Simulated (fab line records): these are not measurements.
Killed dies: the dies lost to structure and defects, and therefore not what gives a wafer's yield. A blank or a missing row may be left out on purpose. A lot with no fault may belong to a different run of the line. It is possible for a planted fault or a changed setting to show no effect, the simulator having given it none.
Split-lot experiment | flow n5_finfet | 21 wafers read from 7 lots, route of 1938 steps

== ABOUT THE SPLIT ==
At N5_BEOL_M3_ETCH_64 (etches SOC in N2/H2, target depth 75 nm, overetch 15 nm, time 112.5 s), the setting bias_w was moved away from the recipe's 150 W on 4 of the 21 wafers read, by +11.7% to +12.9%. For the rest of the wafers, this setting stayed at what the recipe calls for.

The reading is taken at the split's own step.

== THE READING ==
rf_vpp_V, in V, at N5_BEOL_M3_ETCH_64 (etches SOC in N2/H2, target depth 75 nm, overetch 15 nm, time 112.5 s). On this fab line, fault-free wafers typically give 524.3 V with a standard deviation of 2.4 V.

wafer  | tool, chamber at the split | bias_w as run, W | against the recipe | rf_vpp_V, V | against lot-mates on the recipe
L074.2 | rie_diel-01, 1             | 150              | recipe             | 526.1       | -
L074.3 | rie_diel-01, 3             | 150              | recipe             | 523.5       | -
L074.5 | rie_diel-01, 3             | 150              | recipe             | 523.1       | -
L076.3 | rie_diel-01, 3             | 150              | recipe             | 523.3       | -
L076.4 | rie_diel-01, 0             | 150              | recipe             | 527.0       | -
L076.6 | rie_diel-01, 3             | 150              | recipe             | 522.3       | -
L080.2 | rie_diel-01, 1             | 150              | recipe             | 526.3       | -
L080.4 | rie_diel-01, 2             | 150              | recipe             | 523.5       | -
L080.6 | rie_diel-01, 2             | 150              | recipe             | 524.9       | -
L082.1 | rie_diel-01, 1             | 169.3            | +12.9%             | 568.5       | +43.5
L082.2 | rie_diel-01, 2             | 169.3            | +12.9%             | 564.6       | +39.6
L082.5 | rie_diel-01, 2             | 150              | recipe             | 525.0       | -
L083.2 | rie_diel-01, 2             | 150              | recipe             | 524.7       | -
L083.4 | rie_diel-01, 3             | 167.6            | +11.7%             | 560.6       | +35.9
L083.6 | rie_diel-01, 2             | 167.6            | +11.7%             | 561.0       | +36.3
L089.3 | rie_diel-01, 0             | 150              | recipe             | 527.2       | -
L089.4 | rie_diel-01, 0             | 150              | recipe             | 525.0       | -
L089.5 | rie_diel-01, 1             | 150              | recipe             | 525.1       | -
L087.2 | rie_diel-06, 1             | 150              | recipe             | 522.7       | -
L087.4 | rie_diel-06, 3             | 150              | recipe             | 524.0       | -
L087.6 | rie_diel-06, 3             | 150              | recipe             | 523.2       | -

THE FIT
A straight line over all 21 wafers: rf_vpp_V changes by +3.19 V for each +1% of bias_w; r = +1.00; the points scatter about the line by 1.6 V.
The same after taking each lot's own level away (the mean of its wafers on the recipe; 21 wafers): +3.16 V for each +1%; r = +1.00; scatter 1.4 V.
On that fit, the largest move of bias_w shifts the reading by 41 V.
From 523.30 to 525.77 V: that is the span of the lots' own levels, equal to 1.0 times the standard deviation above.
Hence the lot-to-lot level has little effect on the slope; both slopes agree.
Check: for one of the wafers moved furthest among these (+12.9%), held out of the fit, the line's prediction against its lot-mates is +39.6 V. Against them it came out at +43.5 V.
Tool readings at the split's step, against how far the setting was moved: rf_vpp_V r = +1.00.

== OTHER SPLITS ON THESE WAFERS ==
Note: prior to the reading, these wafers also went through further splits. Each is held against what the fit with the lots' levels taken away leaves over:
other split on the same wafers   | wafers away from the commonest value | r with rf_vpp_V (lot level and that fit taken away)
N5_BEOL_M1_ETCH_70 time_s        | 7                                    | +0.20
N5_BEOL_M1_TRENCH_ETCH_37 time_s | 8                                    | -0.03
N5_BEOL_M2_TRENCH_ETCH_37 bias_w | 9                                    | -0.18

== THE WHOLE CHAIN: every reading that the file lists as answering this split, in the file's order ==
step               | what it does                                                          | reading                                                                          | change (the file's fit)                | r (the file's)
N5_BEOL_M3_ETCH_64 | etches SOC in N2/H2, target depth 75 nm, overetch 15 nm, time 112.5 s | rf_vpp_V                                                                         | +3.16 V for each +1% of the setting    | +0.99
N5_BEOL_M3_ETCH_64 | etches SOC in N2/H2, target depth 75 nm, overetch 15 nm, time 112.5 s | SiARC_of_BEOL_M3_COAT_62.thk_nm (the simulator's own value, which no gauge read) | -0.0691 nm for each +1% of the setting | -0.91

== FILE'S OWN FIT ==
rf_vpp_V changes by +3.16 V for each +1% of bias_w, r = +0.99.
